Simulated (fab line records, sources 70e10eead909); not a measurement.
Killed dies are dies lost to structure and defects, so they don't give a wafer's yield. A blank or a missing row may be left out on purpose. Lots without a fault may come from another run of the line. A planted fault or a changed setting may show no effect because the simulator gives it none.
Which tool did it? | flow nand_harc | 24 lots, 72 wafers sampled, at 3 steps of a route of 1302

WHAT THE GAUGES READ, wafer by wafer
NHARC_P_M2_CD_MEAS_16. Usual: cd_nm 169.8 nm, standard deviation 0.83.
lot  | measured     | on        | cd_nm (nm)        | flag
L074 | day 6 14:26  | cd_sem-03 | 168.6 170.1 169.1 |
L076 | day 7 07:17  | cd_sem-02 | 169.5 169.9 169.7 |
L077 | day 7 16:29  | cd_sem-03 | 169.8 169.7 169.9 |
L078 | day 7 23:49  | cd_sem-02 | 168.8 170.6 171.1 |
L079 | day 8 10:23  | cd_sem-03 | 168.7 169.6 168.3 |
L075 | day 8 21:34  | cd_sem-01 | 171.0 169.4 169.2 |
L080 | day 9 00:53  | cd_sem-03 | 170.0 170.9 171.0 |
L081 | day 9 08:03  | cd_sem-03 | 169.9 169.9 170.6 |
L082 | day 9 15:21  | cd_sem-01 | 168.4 168.8 169.6 |
L083 | day 10 11:35 | cd_sem-01 | 169.4 170.1 168.0 |
L084 | day 10 13:39 | cd_sem-01 | 169.5 171.8 168.7 |
L085 | day 11 08:46 | cd_sem-02 | 170.6 171.4 169.6 |
L086 | day 11 13:28 | cd_sem-02 | 170.9 171.4 170.2 |
L087 | day 12 08:22 | cd_sem-03 | 169.1 170.7 170.2 |
L088 | day 12 09:08 | cd_sem-03 | 171.1 169.5 171.2 |
L090 | day 12 22:11 | cd_sem-02 | 169.8 170.0 169.0 |
L089 | day 12 23:14 | cd_sem-03 | 168.1 169.3 169.0 |
L091 | day 13 07:29 | cd_sem-03 | 171.0 169.2 170.0 |
L092 | day 13 16:50 | cd_sem-03 | 169.1 169.9 169.7 |
L093 | day 14 04:40 | cd_sem-03 | 169.5 168.4 170.0 |
L094 | day 14 18:56 | cd_sem-02 | 170.8 170.7 168.7 |
L095 | day 15 05:26 | cd_sem-01 | 169.1 169.8 168.7 |
L096 | day 15 12:01 | cd_sem-01 | 169.0 170.7 170.4 |
L097 | day 15 21:30 | cd_sem-03 | 168.6 169.5 170.3 |

WHICH TOOL RAN EACH LOT (tool, then ch and the chambers of the sampled wafers, then the start)
lot  | NHARC_P_M2_DESCUM_14               | NHARC_P_M2_ETCH_15
L074 | rie_diel-04 ch 2,3, day 6 14:08    | rie_diel-04 ch 0,1, day 6 14:26 or earlier
L076 | rie_diel-07 ch 0,2,3, day 7 06:59  | rie_diel-07 ch 0,2, day 7 07:17 or earlier
L077 | rie_diel-11 ch 1,2,3, day 7 16:10  | rie_diel-11 ch 1,2, day 7 16:29 or earlier
L078 | rie_diel-07 ch 1,2,3, day 7 23:28  | rie_diel-07 ch 1,2,3, day 7 23:49 or earlier
L079 | rie_diel-11 ch 1,2, day 8 10:04    | rie_diel-11 ch 1,2, day 8 10:23 or earlier
L075 | rie_diel-11 ch 1,2,3, day 8 21:16  | rie_diel-11 ch 0,1,3, day 8 21:34 or earlier
L080 | rie_diel-07 ch 0,1,2, day 9 00:35  | rie_diel-07 ch 0,2, day 9 00:53 or earlier
L081 | rie_diel-04 ch 0,1,2, day 9 07:44  | rie_diel-04 ch 0,1,3, day 9 08:03 or earlier
L082 | rie_diel-11 ch 1,2,3, day 9 15:03  | rie_diel-11 ch 0,1,2, day 9 15:21 or earlier
L083 | rie_diel-04 ch 0,3, day 10 11:17   | rie_diel-04 ch 1,3, day 10 11:35 or earlier
L084 | rie_diel-07 ch 0,1,2, day 10 13:22 | rie_diel-07 ch 0,2,3, day 10 13:39 or earlier
L085 | rie_diel-11 ch 0,1,2, day 11 08:28 | rie_diel-11 ch 1,2,3, day 11 08:46 or earlier
L086 | rie_diel-07 ch 0,1,3, day 11 13:10 | rie_diel-07 ch 0,1,2, day 11 13:28 or earlier
L087 | rie_diel-07 ch 1,2,3, day 12 08:04 | rie_diel-07 ch 0,1,2, day 12 08:22 or earlier
L088 | rie_diel-04 ch 0,1,3, day 12 08:52 | rie_diel-04 ch 1,2, day 12 09:08 or earlier
L090 | rie_diel-04 ch 0,1,2, day 12 21:53 | rie_diel-04 ch 1,2, day 12 22:11 or earlier
L089 | rie_diel-11 ch 0,2, day 12 22:49   | rie_diel-11 ch 0,2, day 12 23:04
L091 | rie_diel-04 ch 0,1,2, day 13 07:12 | rie_diel-04 ch 1,3, day 13 07:29 or earlier
L092 | rie_diel-11 ch 1,2,3, day 13 16:32 | rie_diel-11 ch 1,2,3, day 13 16:50 or earlier
L093 | rie_diel-07 ch 1,2, day 14 04:22   | rie_diel-07 ch 0,3, day 14 04:40 or earlier
L094 | rie_diel-07 ch 1,2,3, day 14 18:39 | rie_diel-07 ch 2,3, day 14 18:56 or earlier
L095 | rie_diel-11 ch 0,1, day 15 05:06   | rie_diel-11 ch 0,1,3, day 15 05:26 or earlier
L096 | rie_diel-04 ch 1,3, day 15 11:43   | rie_diel-04 ch 1,2,3, day 15 12:01 or earlier
L097 | rie_diel-07 ch 0,3, day 15 21:11   | rie_diel-07 ch 1,2,3, day 15 21:30 or earlier
- NHARC_P_M2_DESCUM_14: chemistry O2, time 3 s.
- NHARC_P_M2_ETCH_15: etches the open film in C4F8/Ar, target depth 182.5 nm, time 91.2 s.

WHAT THE TOOLS THEMSELVES READ (means of the sampled wafers that have a number; where no wafer has one, the mark that the record gives instead)
NHARC_P_M2_DESCUM_14. Usual: drypump_motor_current_A 5.9 A, standard deviation 0.46; o2_flow_sccm 200.0 sccm, standard deviation 0.52; oes_product_au 0.996 a.u., standard deviation 0.0085; rf_vpp_V 57.6 V, standard deviation 0.79; showerhead_plenum_p_Torr 1.91 Torr, standard deviation 0.081; throttle_valve_pct 11.311 %, standard deviation 0.0081.
lot  | tool        | drypump_motor_current_A (A) | o2_flow_sccm (sccm) | oes_product_au (a.u.) | rf_vpp_V (V) | showerhead_plenum_p_Torr (Torr) | throttle_valve_pct (%) | flag
L074 | rie_diel-04 | 6.4                         | 199.6               | 1.003                 | 57.5         | 1.96                            | 11.309                 |
L076 | rie_diel-07 | 6.3                         | 200.3               | 0.985                 | 57.7         | 1.86                            | 11.308                 |
L077 | rie_diel-11 | 5.8                         | 200.2               | 0.994                 | 57.4         | 1.94                            | 11.310                 |
L078 | rie_diel-07 | 6.2                         | 199.8               | 0.997                 | 57.6         | 1.86                            | 11.309                 |
L079 | rie_diel-11 | 5.3                         | 199.7               | 0.987                 | 58.0         | 1.97                            | 11.309                 |
L075 | rie_diel-11 | 5.8                         | 199.7               | 0.998                 | 58.2         | 1.94                            | 11.305                 |
L080 | rie_diel-07 | 6.1                         | 199.9               | 0.995                 | 56.9         | 1.87                            | 11.316                 |
L081 | rie_diel-04 | 5.8                         | 200.3               | 0.994                 | 57.7         | 1.94                            | 11.316                 |
L082 | rie_diel-11 | 5.7                         | 199.8               | 0.991                 | 58.1         | 1.94                            | 11.304                 |
L083 | rie_diel-04 | 6.1                         | 200.1               | 0.989                 | 58.6         | 2.05                            | 11.316                 |
L084 | rie_diel-07 | 6.1                         | 200.6               | 0.998                 | 57.2         | 1.87                            | 11.311                 |
L085 | rie_diel-11 | 5.5                         | 199.6               | 1.004                 | 57.4         | 1.92                            | 11.309                 |
L086 | rie_diel-07 | 6.0                         | 200.4               | 0.996                 | 57.0         | 1.82                            | 11.309                 |
L087 | rie_diel-07 | 6.2                         | 199.5               | 1.009                 | 58.3         | 1.86                            | 11.313                 |
L088 | rie_diel-04 | 5.7                         | 200.4               | 0.993                 | 58.3         | 1.99                            | 11.315                 |
L090 | rie_diel-04 | 5.8                         | 199.8               | 0.999                 | 57.2         | 1.94                            | 11.316                 |
L089 | rie_diel-11 | 5.7                         | 199.9               | 1.003                 | 58.1         | 1.93                            | 11.304                 |
L091 | rie_diel-04 | 5.8                         | 199.8               | 0.993                 | 58.1         | 1.94                            | 11.315                 |
L092 | rie_diel-11 | 5.8                         | 200.6               | 0.991                 | 57.6         | 1.94                            | 11.309                 |
L093 | rie_diel-07 | 6.0                         | 200.2               | 0.998                 | 57.2         | 1.86                            | 11.308                 |
L094 | rie_diel-07 | 6.2                         | 199.8               | 0.999                 | 56.7         | 1.86                            | 11.313                 |
L095 | rie_diel-11 | 5.5                         | 200.3               | 0.999                 | 57.1         | 1.88                            | 11.306                 |
L096 | rie_diel-04 | 5.7                         | 199.6               | 0.997                 | 57.7         | 2.00                            | 11.319                 |
L097 | rie_diel-07 | 6.2                         | 199.4               | 1.000                 | 58.0         | 1.81                            | 11.311                 |

NHARC_P_M2_ETCH_15. Usual: oes_product_au 0.937 a.u., standard deviation 0.022; rf_vpp_V 440.6 V, standard deviation 2.5.
lot  | tool        | oes_product_au (a.u.) | rf_vpp_V (V) | flag
L074 | rie_diel-04 | 0.929                 | 441.9        |
L076 | rie_diel-07 | 0.919                 | 439.7        |
L077 | rie_diel-11 | 0.918                 | 443.0        |
L078 | rie_diel-07 | 0.970                 | 438.9        |
L079 | rie_diel-11 | 0.920                 | 442.1        |
L075 | rie_diel-11 | 0.923                 | 440.1        |
L080 | rie_diel-07 | 0.961                 | 439.6        |
L081 | rie_diel-04 | 0.961                 | 442.8        |
L082 | rie_diel-11 | 0.916                 | 440.9        |
L083 | rie_diel-04 | 0.919                 | 443.5        |
L084 | rie_diel-07 | 0.971                 | 438.8        |
L085 | rie_diel-11 | 0.927                 | 442.1        |
L086 | rie_diel-07 | 0.937                 | 439.8        |
L087 | rie_diel-07 | 0.969                 | 438.9        |
L088 | rie_diel-04 | 0.916                 | 440.2        |
L090 | rie_diel-04 | 0.921                 | 440.5        |
L089 | rie_diel-11 | 0.927                 | 439.7        |
L091 | rie_diel-04 | 0.915                 | 443.5        |
L092 | rie_diel-11 | 0.923                 | 440.6        |
L093 | rie_diel-07 | 0.976                 | 437.2        |
L094 | rie_diel-07 | 0.962                 | 438.9        |
L095 | rie_diel-11 | 0.917                 | 440.0        |
L096 | rie_diel-04 | 0.930                 | 441.7        |
L097 | rie_diel-07 | 0.963                 | 439.2        |

THE ANSWER, worked out from the rows above alone
Rule: a lot is off if the mean of its wafers that have a number lies more than 3 standard deviations from the usual mean. A lot without any number at a reading at which 4 lots or more have one is off too. The other lots that the step has rows for count as sound. The gauges are gone through in route order, then the tools' own readings, and for those a lot's mean is taken as printed above. The first step at which some lot is off is used, and at that step the reading that is off furthest; a lot without a number counts as furthest.
No lot is off at any reading shown: from this, nothing can be told.

WHAT THE SIMULATOR HAD PUT IN
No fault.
